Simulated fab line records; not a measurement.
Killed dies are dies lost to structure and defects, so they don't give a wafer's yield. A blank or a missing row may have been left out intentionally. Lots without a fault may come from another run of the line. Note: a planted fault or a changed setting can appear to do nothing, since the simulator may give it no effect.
Matching of chambers ; flow nandHarc ; 4 sister chambers for NHARC_A_CONTACT_ETCH_75 on rieDiel-08
The step etches the open film in CF4, target depth 39 nm, time 65 s. 4 wafers are shown with their chamber, then 12 later ones without.

WAFERS WITH THEIR CHAMBER
wafer;chamber;drypumpMotorCurrentA (A)
L090.4;2;5.4
L090.5;1;5.8
L091.1;0;6.8
L091.5;3;5.4

WAFERS WITHOUT THEIR CHAMBER
wafer;drypumpMotorCurrentA (A)
L092.1;6.8
L092.2;5.4
L092.3;5.7
L093.1;6.8
L093.4;5.7
L093.5;5.8
L097.1;5.3
L097.2;5.4
L097.6;5.3
L096.1;5.8
L096.2;5.4
L096.5;5.4

WHICH CHAMBER EACH ONE RAN IN
wafer;from the rows above;in truth
L092.1;0;0
L092.2;can't be placed: 2 or 3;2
L092.3;1;1
L093.1;0;0
L093.4;1;1
L093.5;1;1
L097.1;can't be placed: 2 or 3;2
L097.2;can't be placed: 2 or 3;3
L097.6;can't be placed: 2 or 3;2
L096.1;1;1
L096.2;can't be placed: 2 or 3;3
L096.5;can't be placed: 2 or 3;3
Correctly placed: 6 of 12. Unplaceable from these rows: 6, with the true chamber sitting among the candidates in 6. Wrongly placed: 0.
How it was worked out, from the rows above alone: a wafer's distance from a chamber is the root of the sum, over the readings, of the square of ((its reading less the chamber's mean) divided by the reading's scatter). The wafer belongs to the nearest chamber; if the next one is less than 2 further off, it can't be placed. A chamber's mean is the mean of its shown wafers. The scatter: root of mean squared gap, hidden wafer to nearest shown wafer, with one shown wafer a chamber.
